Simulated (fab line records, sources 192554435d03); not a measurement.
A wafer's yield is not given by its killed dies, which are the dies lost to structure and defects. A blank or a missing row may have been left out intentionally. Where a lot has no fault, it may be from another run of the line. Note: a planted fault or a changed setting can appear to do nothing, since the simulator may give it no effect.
Split-lot study || flow n5 finfet || route with 1938 steps; 7 lots, 21 wafers read

## ABOUT THE SPLIT
At N5_BEOL_M11_COAT_63 (time 60 s, resist thk 100 nm), the setting spin rpm was moved away from the recipe's 1500 rpm on 5 of the 21 wafers read, by -10.5% to -3.6%. For the rest of the wafers, this setting stayed at what the recipe calls for.

## FROM THE SPLIT TO THE READING: what the file shows between them, 7 steps
- N5_BEOL_M11_EXPOSE_25: exposes mask V10 (also split here: dose mj)
- N5_BEOL_M11_PEB_26: peb time 60 s
- N5_BEOL_M11_DEVELOP_27: develop time 30 s
- N5_BEOL_M11_DESCUM_33: chemistry O2, time 7.9 s
- N5_BEOL_M11_ETCH_65: etches SiARC in CF4, target depth 39 nm, time 65 s
- N5_BEOL_M11_ETCH_66: etches SOC in N2/H2, target depth 120 nm, overetch 24 nm, time 180 s
- N5_BEOL_M11_STRIP_69: strips in N2/H2

## THE READING
SOC_of_BEOL_M11_COAT_63.thk nm (the simulator's own value, which no gauge read), in nm, at N5_BEOL_M11_VIA_ETCH_34 (etches SiCOH lowk in C4F6/O2, target depth 184.5 nm, time 69.2 s). There is no usual value for it anywhere in the file. Here, 16 wafers ran the recipe; their average is 92.0 nm with a standard deviation of 0.33 nm.

{"wafer": "L078.1", "tool, chamber at the split": "litho track-03, 0", "spin rpm as run, rpm": 1500, "against the recipe": "recipe", "SOC_of_BEOL_M11_COAT_63.thk nm, nm": 91.8, "against lot-mates on the recipe": "-"}
{"wafer": "L078.4", "tool, chamber at the split": "litho track-03, 0", "spin rpm as run, rpm": 1500, "against the recipe": "recipe", "SOC_of_BEOL_M11_COAT_63.thk nm, nm": 92.2, "against lot-mates on the recipe": "-"}
{"wafer": "L078.5", "tool, chamber at the split": "litho track-03, 0", "spin rpm as run, rpm": 1500, "against the recipe": "recipe", "SOC_of_BEOL_M11_COAT_63.thk nm, nm": 92, "against lot-mates on the recipe": "-"}
{"wafer": "L081.2", "tool, chamber at the split": "litho track-02, 0", "spin rpm as run, rpm": 1500, "against the recipe": "recipe", "SOC_of_BEOL_M11_COAT_63.thk nm, nm": 92.4, "against lot-mates on the recipe": "-"}
{"wafer": "L081.3", "tool, chamber at the split": "litho track-02, 0", "spin rpm as run, rpm": 1500, "against the recipe": "recipe", "SOC_of_BEOL_M11_COAT_63.thk nm, nm": 92.8, "against lot-mates on the recipe": "-"}
{"wafer": "L081.5", "tool, chamber at the split": "litho track-02, 0", "spin rpm as run, rpm": 1344, "against the recipe": "-10.4%", "SOC_of_BEOL_M11_COAT_63.thk nm, nm": 98.8, "against lot-mates on the recipe": "+6.2"}
{"wafer": "L080.3", "tool, chamber at the split": "litho track-02, 0", "spin rpm as run, rpm": 1500, "against the recipe": "recipe", "SOC_of_BEOL_M11_COAT_63.thk nm, nm": 92, "against lot-mates on the recipe": "-"}
{"wafer": "L080.4", "tool, chamber at the split": "litho track-02, 0", "spin rpm as run, rpm": 1500, "against the recipe": "recipe", "SOC_of_BEOL_M11_COAT_63.thk nm, nm": 92, "against lot-mates on the recipe": "-"}
{"wafer": "L080.6", "tool, chamber at the split": "litho track-02, 0", "spin rpm as run, rpm": 1342, "against the recipe": "-10.5%", "SOC_of_BEOL_M11_COAT_63.thk nm, nm": 97.8, "against lot-mates on the recipe": "+5.8"}
{"wafer": "L088.1", "tool, chamber at the split": "litho track-05, 0", "spin rpm as run, rpm": 1386, "against the recipe": "-7.6%", "SOC_of_BEOL_M11_COAT_63.thk nm, nm": 96, "against lot-mates on the recipe": "+4.4"}
{"wafer": "L088.3", "tool, chamber at the split": "litho track-05, 0", "spin rpm as run, rpm": 1500, "against the recipe": "recipe", "SOC_of_BEOL_M11_COAT_63.thk nm, nm": 91.4, "against lot-mates on the recipe": "-"}
{"wafer": "L088.5", "tool, chamber at the split": "litho track-05, 0", "spin rpm as run, rpm": 1500, "against the recipe": "recipe", "SOC_of_BEOL_M11_COAT_63.thk nm, nm": 91.8, "against lot-mates on the recipe": "-"}
{"wafer": "L091.1", "tool, chamber at the split": "litho track-03, 0", "spin rpm as run, rpm": 1500, "against the recipe": "recipe", "SOC_of_BEOL_M11_COAT_63.thk nm, nm": 92.4, "against lot-mates on the recipe": "-"}
{"wafer": "L091.2", "tool, chamber at the split": "litho track-03, 0", "spin rpm as run, rpm": 1500, "against the recipe": "recipe", "SOC_of_BEOL_M11_COAT_63.thk nm, nm": 91.8, "against lot-mates on the recipe": "-"}
{"wafer": "L091.6", "tool, chamber at the split": "litho track-03, 0", "spin rpm as run, rpm": 1500, "against the recipe": "recipe", "SOC_of_BEOL_M11_COAT_63.thk nm, nm": 92, "against lot-mates on the recipe": "-"}
{"wafer": "L093.1", "tool, chamber at the split": "litho track-02, 0", "spin rpm as run, rpm": 1373, "against the recipe": "-8.5%", "SOC_of_BEOL_M11_COAT_63.thk nm, nm": 96.4, "against lot-mates on the recipe": "+4.3"}
{"wafer": "L093.2", "tool, chamber at the split": "litho track-02, 0", "spin rpm as run, rpm": 1500, "against the recipe": "recipe", "SOC_of_BEOL_M11_COAT_63.thk nm, nm": 92, "against lot-mates on the recipe": "-"}
{"wafer": "L093.4", "tool, chamber at the split": "litho track-02, 0", "spin rpm as run, rpm": 1500, "against the recipe": "recipe", "SOC_of_BEOL_M11_COAT_63.thk nm, nm": 92.2, "against lot-mates on the recipe": "-"}
{"wafer": "L096.2", "tool, chamber at the split": "litho track-02, 0", "spin rpm as run, rpm": 1500, "against the recipe": "recipe", "SOC_of_BEOL_M11_COAT_63.thk nm, nm": 91.8, "against lot-mates on the recipe": "-"}
{"wafer": "L096.5", "tool, chamber at the split": "litho track-02, 0", "spin rpm as run, rpm": 1446, "against the recipe": "-3.6%", "SOC_of_BEOL_M11_COAT_63.thk nm, nm": 93.8, "against lot-mates on the recipe": "+2.1"}
{"wafer": "L096.6", "tool, chamber at the split": "litho track-02, 0", "spin rpm as run, rpm": 1500, "against the recipe": "recipe", "SOC_of_BEOL_M11_COAT_63.thk nm, nm": 91.6, "against lot-mates on the recipe": "-"}

FIT RESULTS
A straight line over all 21 wafers: SOC_of_BEOL_M11_COAT_63.thk nm changes by -0.571 nm for each +1% of spin rpm; r = -0.98; the points scatter about the line by 0.39 nm.
The same after taking each lot's own level away (the mean of its wafers on the recipe; 21 wafers): -0.561 nm for each +1%; r = -1.00; scatter 0.21 nm.
According to that fit, moving spin rpm by its largest amount changes the reading by 5.9 nm.
Measured against the standard deviation above, the lots' own levels, which go from 91.60 to 92.60 nm, span 3.1 times it.
So the lot-to-lot level changes the slope little: the two slopes agree.
Check: +5.97 nm against its lot-mates is what the line predicts for one of the wafers moved furthest among these (-10.5%) when that wafer is left out of the fit. Against them it came out at +5.8 nm.

## OTHER SPLITS APPLIED TO THESE WAFERS
Note: prior to the reading, these wafers also went through further splits. Each is held against what the fit with the lots' levels taken away leaves over:
{"other split on the same wafers": "N5_BEOL_M10_EXPOSE_08 dose mj", "wafers away from the commonest value": 11, "r with SOC_of_BEOL_M11_COAT_63.thk nm (lot level and that fit taken away)": -0.16}
{"other split on the same wafers": "N5_BEOL_M11_EXPOSE_25 dose mj", "wafers away from the commonest value": 4, "r with SOC_of_BEOL_M11_COAT_63.thk nm (lot level and that fit taken away)": "+0.03"}

## THE WHOLE CHAIN: every reading that the file lists as answering this split, in the file's order
{"step": "N5_BEOL_M11_COAT_63", "what it does": "time 60 s, resist thk 100 nm", "reading": "SOC_of_BEOL_M11_COAT_63.thk nm (the simulator's own value, which no gauge read)", "change (the file's fit)": "-0.551 nm for each +1% of the setting", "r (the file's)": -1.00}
{"step": "N5_BEOL_M11_ETCH_66", "what it does": "etches SOC in N2/H2, target depth 120 nm, overetch 24 nm, time 180 s", "reading": "etch.depth nm (the simulator's own value, which no gauge read)", "change (the file's fit)": "-0.547 nm for each +1% of the setting", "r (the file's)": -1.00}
{"step": "N5_BEOL_M11_VIA_ETCH_34", "what it does": "etches SiCOH lowk in C4F6/O2, target depth 184.5 nm, time 69.2 s", "reading": "SOC_of_BEOL_M11_COAT_63.thk nm (the simulator's own value, which no gauge read)", "change (the file's fit)": "-0.561 nm for each +1% of the setting", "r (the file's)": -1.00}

## FILE'S OWN FIT
SOC_of_BEOL_M11_COAT_63.thk nm changes by -0.561 nm for each +1% of spin rpm, r = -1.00.
